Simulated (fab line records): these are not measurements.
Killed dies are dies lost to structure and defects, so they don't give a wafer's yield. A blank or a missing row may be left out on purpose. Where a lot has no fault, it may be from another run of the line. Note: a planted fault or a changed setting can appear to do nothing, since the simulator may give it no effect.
fab line records ; flow n5_finfet
[record] lots = 3; wafers = 9; last_day = 18
route steps=1938 shown BEOL_M0_SAQP@687 BEOL_M0_CUTY@701 BEOL_M4@1111 PASSIVATION@1936
lots with no fault: from the same line, run without faults
start_h: the number of hours between the record's first day and the start of the first shown wafer of the lot ; wait_h: time in hours since the lot's previous step ; " the same as in the row above ; L1.1+2: a single row standing in for several wafers ; - either no value or no given start ; * or withheld: withheld ; < > ~ a bound
route shown NAME@n: a module of which the file shows steps, and the number in the route of the first ; usual: the fault-free wafers' mean and standard deviation ; same: alike in all rows ; chamber/n: place in a boat ; sites: the reading at each site ; _std_site: the values' standard deviation ; _edge_site: outer sites' mean less inner sites' ; radius_mm: for every site, how far away it sits from the centre of the wafer ; mask NAME#n: copy n ; behind: the most recent tool/chamber to have shaped the wafer ; hold: why the lot was held/for how many hours/how that ended ; device: names the non-switching transistor (n, p or np) ; end of line: the same wafers' tests at the end of the route ; a step given without rows: its recipe and nothing more ; killed: the dies lost at the first sort to structure and to defects; this is not the yield of the wafer ; map: a wafer's dies, marking killed ones x, the rest . and places with no die _
set.NAME: the setting as run; set.NAME@STEP: as run at that earlier step ; model.NAME: the simulator's own value behind a step, which no gauge read
lots seen at some steps along the route; tables by step, rows by wafer
services: when a tool's chamber went out of use (start_h, in hours from the record's first day, below 0 if earlier), for how many hours, and the reason
[[steps]]
[step N5_BEOL_M0_SAQP_PEB_38]
[recipe] peb_temp_c = 100; peb_time_s = 60; resist = CAR-EUV
[step N5_BEOL_M0_SAQP_DEVELOP_39]
[recipe] develop_time_s = 30; developer = TMAH; resist = CAR-EUV; rinse_liquid = surfactant_rinse; dry = air_spin; dev_temp_c = 23
[step N5_BEOL_M0_SAQP_DESCUM_45]
[recipe] chemistry = O2; time_s = 7; source_power_w = 50; bias_power_w = 20; pressure_mtorr = 20; rf_frequency_hz = 2.712e+07; temp_c = 40; resist = CAR-EUV; o2_flow_sccm = 225
[step N5_BEOL_M0_SAQP_ETCH_88]
[recipe] chemistry = N2/H2; target = underlayer; target_depth_a = 65; time_s = 5.2; ion_energy_ev = 200; mask_material = CAR-EUV; pressure_mtorr = 30; source_w = 840; bias_w = 150; n2_flow_sccm = 200; h2_flow_sccm = 200; ends = cleared
[step N5_BEOL_M0_SAQP_ETCH_73]
[recipe] chemistry = CF4; target = SiARC; target_depth_a = 195; mask_material = CAR-EUV; time_s = 32.5; ion_energy_ev = 80; pressure_mtorr = 40; source_w = 545; bias_w = 36; Ar_flow_sccm = 100; cf4_flow_sccm = 100; ends = cleared
[step N5_BEOL_M0_SAQP_CUT_ETCH_46]
[recipe] chemistry = N2/H2; target = SOC; target_depth_a = 1350; overetch_a = 270; temp_c = 40; time_s = 202.5; ion_energy_ev = 200; mask_material = SiARC; pressure_mtorr = 30; source_w = 840; bias_w = 150; n2_flow_sccm = 200; h2_flow_sccm = 200
[step N5_BEOL_M0_SAQP_STRIP_74]
[recipe] chemistry = N2/H2; temp_c = 40; n2_flow_sccm = 200; h2_flow_sccm = 200; rf_frequency_hz = 6e+07
[step N5_BEOL_M0_SAQP_STRIP_89]
[recipe] chemistry = N2/H2; temp_c = 40; n2_flow_sccm = 200; h2_flow_sccm = 200; rf_frequency_hz = 6e+07
[step N5_BEOL_M0_SAQP_ALD_48]
[recipe] material = SiO2; target_thk_a = 200; temp_c = 100; ald_precursor_family = BDEAS; ald_co_reactant = O2-plasma; pulse_time_s = 1; co_reactant_pulse_time_s = 1; purge_time_s = 2; co_reactant_purge_time_s = 2; ald_cycles = 139; pressure_torr = 2
[step N5_BEOL_M0_SAQP_ETCH_49]
[recipe] chemistry = CF4/O2; target_depth_a = 370; target = SiO2; pressure_mtorr = 40; source_w = 535; bias_w = 49; Ar_flow_sccm = 100; cf4_flow_sccm = 100; O2_flow_sccm = 10; ion_energy_ev = 100
[usual] drypump_motor_current_A = 5.7/0.58; oes_product_au = 0.78/0.092; rf_vpp_V = 240/5.3; showerhead_plenum_p_Torr = 2.22/0.058; throttle_valve_pct = 15.86/0.25
lot.wafer;tool;chamber;start_h;wait_h;drypump_motor_current_A;oes_product_au;rf_hours_counter_h;rf_vpp_V;showerhead_plenum_p_Torr;throttle_valve_pct
L939.1;rie_diel-03;2;176.04;0.3;6.6;0.68;236;242;2.18;16.16
L939.2;rie_diel-03;0;176.04;0.3;6.5;0.66;249;249;2.25;15.77
L939.4;rie_diel-03;1;176.04;0.3;5.7;0.93;20;237;2.24;15.54
L946.4;rie_diel-01;0;234.32;0.3;5.2;0.75;168;236;2.21;16.20
L946.5;rie_diel-01;1;234.32;0.3;4.8;0.69;-;239;2.26;15.87
L946.6;rie_diel-01;2;234.32;0.3;6.0;0.79;-;236;2.24;15.93
L948.1;rie_diel-03;2;239.12;0.3;6.6;0.97;0;242;2.18;15.70
L948.2;rie_diel-03;0;239.12;0.3;6.5;0.95;13;248;2.24;15.36
L948.4;rie_diel-03;1;239.12;0.3;5.7;0.88;43;238;2.24;15.60
[step N5_BEOL_M0_SAQP_STRIP_75]
[recipe] chemistry = CF4; resist = SiARC; power_w = 300; bias_power_w = 75; pressure_mtorr = 50; cf4_flow_sccm = 150; rf_frequency_hz = 6e+07
[step N5_BEOL_M0_CUTY_COAT_50]
[recipe] resist = SiARC; temp_c = 220; time_s = 60; spin_rpm = 1500; resist_thk_nm = 15
[step N5_BEOL_M0_CUTY_COAT_51]
[recipe] resist = CAR-ArF-block; spin_rpm = 1500; resist_thk_nm = 150
[step N5_BEOL_M0_CUTY_EBR_52]
[recipe] solvent = PGMEA; ebr_width_mm = 1.5
[step N5_BEOL_M0_CUTY_SOFTBAKE_53]
[recipe] temp_c = 110; time_s = 60; resist = CAR-ArF-block
[step N5_BEOL_M0_CUTY_EXPOSE_54]
[recipe] mask_id = M0_ABLK; na = 1.35; source_shape = conventional; sigma_outer = 0.8; polarization = unpolarized; dose_mj = 36
[step N5_BEOL_M0_CUTY_PEB_55]
[recipe] peb_temp_c = 110; peb_time_s = 60; resist = CAR-ArF-block
[step N5_BEOL_M0_CUTY_DEVELOP_56]
[recipe] develop_time_s = 30; developer = TMAH; resist = CAR-ArF-block; rinse_liquid = diw; dry = air_spin; dev_temp_c = 23
[step N5_BEOL_M0_CUTY_INSPECT_59]
[recipe] mode = adi; inspect_instrument = macro
[usual] raw_defect_count = 2.0/1.4
lot.wafer;tool;chamber;start_h;wait_h;raw_defect_count
L939.1;defect_inspect-02;-;176.46;0.0;5
L939.2;defect_inspect-02;-;176.46;0.0;>300
L939.4;defect_inspect-02;-;176.46;0.0;2
L946.4;defect_inspect-02;-;234.88;0.0;0
L946.5;defect_inspect-02;-;234.88;0.0;0
L946.6;defect_inspect-02;-;234.88;0.0;1
L948.1;defect_inspect-02;-;239.67;0.0;5
L948.2;defect_inspect-02;-;239.67;0.0;1
L948.4;defect_inspect-02;-;239.67;0.0;1
[step N5_BEOL_M0_CUTY_DESCUM_61]
[recipe] chemistry = O2; time_s = 7.9; source_power_w = 50; bias_power_w = 20; pressure_mtorr = 20; rf_frequency_hz = 2.712e+07; temp_c = 40; resist = CAR-ArF-block; o2_flow_sccm = 225
[step N5_BEOL_M4_RC_MEAS_101]
[usual] DIBL_N = 36.2/1.6; DIBL_P = 36.5/1.9; IOFF_N = 0.158/0.027; IOFF_P = 0.21/0.038; ION_N = 675/12; ION_P = 464/8.9; SS_N = 71.5/0.61; SS_P = 73.4/0.59; VT_N = 250.4/3; VT_P = -250/3.6
lot.wafer;tool;chamber;start_h;wait_h;DIBL_N[mV/V];DIBL_P[mV/V];IOFF_N[nA/um];IOFF_P[nA/um];ION_N[uA/um];ION_P[uA/um];SS_N[mV/dec];SS_P[mV/dec];VT_N[mV];VT_P[mV]
L939.1;prober-01;0;227.46;0.0;36.1;36.1;0.162;0.20;683;463;71.3;73.5;247.1;-251
L939.2;prober-01;0;227.46;0.0;36.6;36.7;0.168;0.20;682;462;71.3;73.3;247.3;-246
L939.4;prober-01;0;227.46;0.0;37.8;39.3;0.206;0.26;706;486;71.6;74.4;245.4;-246
L946.4;prober-01;0;281.71;0.5;37.5;38.3;0.174;0.26;692;475;71.1;74.4;245.8;-245
L946.5;prober-01;0;281.71;0.5;37.9;38.2;0.169;0.25;690;481;71.9;73.6;249.3;-247
L946.6;prober-01;0;281.71;0.5;35.0;35.0;0.132;0.20;672;461;71.0;72.5;254.3;-248
L948.1;prober-02;0;307.55;0.0;37.6;35.6;0.169;0.23;663;456;72.5;73.1;251.5;-248
L948.2;prober-02;0;307.55;0.0;36.5;35.5;0.159;0.23;674;470;72.1;73.5;249.0;-246
L948.4;prober-02;0;307.55;0.0;37.8;36.5;0.174;0.24;675;461;72.2;73.8;248.9;-249
[step N5_PASSIVATION_PROBE_49]
[usual] defect_limited_yield = 91.3/1.7; killed_at_M0_to_M3 = 33/11; killed_at_M4_up = 14/5.5; killed_at_contacts = 13/6.5; killed_at_front_end = 39/13; killed_at_other = 3.4/2.9; killed_dies = 103/20; killed_on_rim = 14/4.3; killed_open = 69/15; killed_short = 32/8.1; sort_bin_5_function = 5.1/1.1; sort_bin_6_memory = 3.3/0.74; sort_n_pass = 1077/20; sort_yield_pct = 91.3/1.7
[same] gross_dies = 1180; killed_at_back_side = 0; sort_bin_4_leakage[%] = 0; sort_bin_8_speed[%] = 0
lot.wafer;tool;chamber;start_h;wait_h;defect_limited_yield[%];killed_at_M0_to_M3;killed_at_M4_up;killed_at_contacts;killed_at_front_end;killed_at_other;killed_dies;killed_on_rim;killed_open;killed_short;sort_bin_5_function[%];sort_bin_6_memory[%];sort_n_pass;sort_yield_pct[%]
L939.2;prober-01;-;335.80;0.1;86.1;113;8;5;37;1;164;28;59;43;8.7;3.5;1016;86.1
// killed by level:class
L939.2 BEOL_M0_SAQP:unspecified=61 BEOL_M0_SAQP:geometric_particle:open=15 BEOL_M0_SAQP:geometric_particle:short=15 FIN_SAQP:geometric_particle:open=9 BEOL_M3:geometric_particle:short=9 DUMMY_GATE:geometric_particle:open=6 BEOL_M1:geometric_particle:open=5 FIN_SAQP:geometric_particle:short=4
// map L939.2 (x killed, . not)
_________________......x.....________________
______________...x.......x......_____________
___________......................x.__________
__________.xx......................._________
________.............................._______
_______.....x.................x........______
______..........x...................x..._____
_____....x.......xxx.....................____
____..x.......x...............xx..........___
___..................x......x...........x..__
___..x.....x................xx.........x...__
__...x...............x.............x......x._
__...............................xx........._
_.....x..........................x.x.......x.
_........................x................x.x
_...x.x......x...........................x...
_x.................................x.....x.x.
_x...............x..x..x..x..................
_.............x..................x...xxx...x.
_......x............x...x.....x..x........x..
_...........x...........x....x......x.....x..
__........x...............x...x......xx....._
__.....x........x..........................._
___...x....x........x................x...x.__
___.....xx.x....x...........x.............x__
____................................x.....___
_____................x.x.................____
______............x.......xx.x.xx......._____
_______.x.........x..x..xx.x........x..______
________.......x...xxx.xxxxxxxx...x..._______
__________........x..x.xxxxxxxx....._________
___________........xxxxxxxxxxxxx.xx__________
______________..x..xxxxxxxxxxxxx_____________
_________________...xxxxxxxxx________________
// map L948.4 (x killed, . not)
_________________.....x......________________
______________...x.............._____________
___________.x.....x.....x........x.__________
__________.........................._________
________.........x......x.......x...x._______
_______..................x.............______
______........xx.x...x.................._____
_____.............x......................____
____..........................x..x........___
___..........x................x....x....x..__
___.......x..x..x........x.................__
__....x..........x.........................._
__.................x.....x...xx............._
_............x.x..........xx........x........
_..........x...........x...........xx.xx.....
_.........x...............................x..
_............x.........xx....................
_...x......x..............xx................x
_..........x.........x................x......
_.....x.........x.x...................x......
_..........x......x......x..x................
__......x.....x........................x...._
__.......x.......x...........x.............._
___............x.......x.......x...........__
___..x.........x..x........x...............__
____.............x......x........x...x.x..___
_____..............x......x.x............____
______........x................x........_____
_______............x....x........x.....______
________...........x............x....x_______
__________.x.x............x........._________
___________............x....x......__________
______________....x.x..........._____________
_________________.....x....xx________________
[[services]]
tool;chamber;start_h;hours;kind
rie_diel-03;0;178.59;-;clean
rie_diel-03;0;178.59;-;consumable_replace:focus_ring
rie_diel-03;0;178.59;26.3;scheduled_down
rie_diel-03;0;178.59;26.3;vent_cycle
rie_diel-03;2;217.30;-;clean
rie_diel-03;2;217.30;-;consumable_replace:focus_ring
rie_diel-03;2;217.30;20.1;scheduled_down
rie_diel-03;2;217.30;20.1;vent_cycle
rie_diel-01;1;226.18;3.6;repair
[[key]]
[first_sign] step = N5_BEOL_M0_CUTY_INSPECT_59; reading = raw_defect_count; direction = up; sigmas = 99+; usual = 2.0; struck = >300
[effect] step = N5_PASSIVATION_PROBE_49; reading = killed_at_M0_to_M3; direction = up; sigmas = 7.5; usual = 33; struck = 113
[more_kills_born_at] N5_BEOL_M0_SAQP_ETCH_49@rie_diel-03 = 61
met_at N5_BEOL_M0_SAQP_ETCH_49
struck_wafers L939.2
[fault] kind = chamber_particle_source; tool = rie_diel-03; chamber = 0; onset_h = 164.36; steps = N5_BEOL_M0_SAQP_ETCH_49; rate_per_visit_cm2 = 0.4977; end_h = 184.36
